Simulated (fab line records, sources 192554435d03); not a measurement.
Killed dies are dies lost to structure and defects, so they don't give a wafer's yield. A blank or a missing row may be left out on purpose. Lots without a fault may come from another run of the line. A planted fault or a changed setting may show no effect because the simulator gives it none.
Tool commonality check | flow n5_finfet | 8 lots, 24 wafers sampled

WHY IT WAS OPENED
At N5_GATE_CUT_THK_MEAS_24 the reading GC_FILL_THK is flagged on 2 of 8 lots. Wafers without a fault read 219.6 nm, standard deviation 2.1.
Rule: a lot is flagged when every wafer of it that has a number lies more than 4 standard deviations from that mean, or none has a number. The other lots count as sound.

lot  | measured     | on            | GC_FILL_THK (nm), wafer by wafer | flag
L671 | day 5 03:46  | film_metro-01 | 132.6 131.6 132.0                | FLAGGED
L672 | day 5 09:16  | film_metro-02 | 129.5 133.1 131.0                | FLAGGED
L674 | day 5 21:23  | film_metro-01 | 220.4 219.3 223.1                |
L685 | day 8 14:28  | film_metro-02 | 220.3 219.9 222.3                |
L686 | day 9 00:13  | film_metro-02 | 219.6 218.9 222.7                |
L687 | day 9 03:22  | film_metro-02 | 221.4 221.0 221.5                |
L688 | day 9 10:58  | film_metro-02 | 218.6 216.6 220.6                |
L692 | day 10 10:31 | film_metro-01 | 218.2 219.1 217.0                |
The numbers of the flagged lots are 131.6 nm on average: -88.0 nm against the usual, or -42 standard deviations.

WHICH TOOL RAN EACH LOT
The record holds 5 process steps before the reading, out of a route of 1938 steps. In each cell: the tool, then ch and the chambers that the sampled wafers went through, then the start.
lot  | flag    | N5_GATE_CUT_ETCH_36                | N5_GATE_CUT_ETCH_37                | N5_GATE_CUT_STRIP_41               | N5_GATE_CUT_ALD_22               | N5_GATE_CUT_CMP_23
L671 | FLAGGED | rie_diel-04 ch 1,2,3, day 5 01:04  | rie_diel-04 ch 1,2,3, day 5 01:05  | rie_diel-04 ch 1,2,3, day 5 01:14  | ald_sin-04 ch 0,1,3, day 5 01:51 | cmp-01 ch 0,1,3, day 5 03:33
L672 | FLAGGED | rie_diel-06 ch 0,1,2, day 5 06:36  | rie_diel-06 ch 0,1,2, day 5 06:37  | rie_diel-06 ch 0,1,2, day 5 06:46  | ald_sin-04 ch 0,2, day 5 07:28   | cmp-01 ch 1,2,3, day 5 09:00
L674 |         | rie_diel-06 ch 0,1,3, day 5 18:49  | rie_diel-06 ch 0,1,3, day 5 18:50  | rie_diel-06 ch 0,1,3, day 5 18:59  | ald_sin-01 ch 0,1,3, day 5 19:35 | cmp-01 ch 0,1,3, day 5 21:05
L685 |         | rie_diel-03 ch 1,2, day 8 11:53    | rie_diel-03 ch 1,2, day 8 11:55    | rie_diel-03 ch 1,2, day 8 12:04    | ald_sin-01 ch 0,2,3, day 8 12:41 | cmp-02 ch 0,3, day 8 14:13
L686 |         | rie_diel-03 ch 1,2,3, day 8 21:38  | rie_diel-03 ch 1,2,3, day 8 21:40  | rie_diel-03 ch 1,2,3, day 8 21:49  | ald_sin-04 ch 1,2, day 8 22:26   | cmp-01 ch 0,1,2, day 9 00:02
L687 |         | rie_diel-06 ch 0,1,3, day 9 00:48  | rie_diel-06 ch 0,1,3, day 9 00:49  | rie_diel-06 ch 0,1,3, day 9 00:58  | ald_sin-04 ch 0,3, day 9 01:35   | cmp-04 ch 0,1,3, day 9 03:09
L688 |         | rie_diel-04 ch 1,2,3, day 9 08:00  | rie_diel-04 ch 1,2,3, day 9 08:02  | rie_diel-04 ch 1,2,3, day 9 08:10  | ald_sin-01 ch 2,3, day 9 09:04   | cmp-04 ch 0,1,3, day 9 10:40
L692 |         | rie_diel-04 ch 1,2,3, day 10 07:57 | rie_diel-04 ch 1,2,3, day 10 07:59 | rie_diel-04 ch 1,2,3, day 10 08:07 | ald_sin-04 ch 2,3, day 10 08:44  | cmp-02 ch 0,2,3, day 10 10:18
What these steps do:
- N5_GATE_CUT_ETCH_36: etches SiARC in CF4, target depth 13 nm, time 21.7 s.
- N5_GATE_CUT_ETCH_37: etches SOC in N2/H2, target depth 60 nm, overetch 12 nm, time 90 s.
- N5_GATE_CUT_STRIP_41: strips in CF4.
- N5_GATE_CUT_ALD_22: deposits SiNx, target thk 16 nm, pulse time 1 s, ald cycles 320.
- N5_GATE_CUT_CMP_23: polishes, stops on SiO2, t overpolish 23.4 s, target thk 16 nm.
- N5_GATE_CUT_THK_MEAS_24

FLAGGED OVER TOTAL, TOOL BY TOOL (the gauges that took the reading come last)
step                    | tool          | lots run | flagged | share of the flagged lots | sound lots run after its first flagged lot
N5_GATE_CUT_ETCH_36     | rie_diel-03   | 2        | 0       | none                      | -
N5_GATE_CUT_ETCH_36     | rie_diel-04   | 3        | 1       | some                      | 2 (L688,L692)
N5_GATE_CUT_ETCH_36     | rie_diel-06   | 3        | 1       | some                      | 2 (L674,L687)
N5_GATE_CUT_ETCH_37     | rie_diel-03   | 2        | 0       | none                      | -
N5_GATE_CUT_ETCH_37     | rie_diel-04   | 3        | 1       | some                      | 2 (L688,L692)
N5_GATE_CUT_ETCH_37     | rie_diel-06   | 3        | 1       | some                      | 2 (L674,L687)
N5_GATE_CUT_STRIP_41    | rie_diel-03   | 2        | 0       | none                      | -
N5_GATE_CUT_STRIP_41    | rie_diel-04   | 3        | 1       | some                      | 2 (L688,L692)
N5_GATE_CUT_STRIP_41    | rie_diel-06   | 3        | 1       | some                      | 2 (L674,L687)
N5_GATE_CUT_ALD_22      | ald_sin-01    | 3        | 0       | none                      | -
N5_GATE_CUT_ALD_22      | ald_sin-04    | 5        | 2       | all                       | 3 (L686,L687,L692)
N5_GATE_CUT_CMP_23      | cmp-01        | 4        | 2       | all                       | 2 (L674,L686)
N5_GATE_CUT_CMP_23      | cmp-02        | 2        | 0       | none                      | -
N5_GATE_CUT_CMP_23      | cmp-04        | 2        | 0       | none                      | -
N5_GATE_CUT_THK_MEAS_24 | film_metro-01 | 3        | 1       | some                      | 2 (L674,L692)
N5_GATE_CUT_THK_MEAS_24 | film_metro-02 | 5        | 1       | some                      | 4 (L685,L686,L687,L688)

WHAT THE TABLE ALLOWS
2 rows of the table ran every flagged lot: ald_sin-04 at N5_GATE_CUT_ALD_22, cmp-01 at N5_GATE_CUT_CMP_23.
- ald_sin-04 at N5_GATE_CUT_ALD_22: 2 of its 5 lots flagged. Sound lots ran on it after the first flagged one (L686, L687, L692), which a lasting fault on the whole tool wouldn't allow. On the flagged lots its readings are blank where sound lots have values: chamber_pressure_Torr, heater_power_w, precursor_pulse_height_rel.
- cmp-01 at N5_GATE_CUT_CMP_23: 2 of its 4 lots flagged. Sound lots ran on it after the first flagged one (L674, L686), which a lasting fault on the whole tool wouldn't allow. Its own readings lie more than 4 standard deviations out on every wafer of the flagged lots: time_to_endpoint_s.
No row of the table ran every flagged lot and no sound lot after the first.

WHAT THE SIMULATOR HAD PUT IN
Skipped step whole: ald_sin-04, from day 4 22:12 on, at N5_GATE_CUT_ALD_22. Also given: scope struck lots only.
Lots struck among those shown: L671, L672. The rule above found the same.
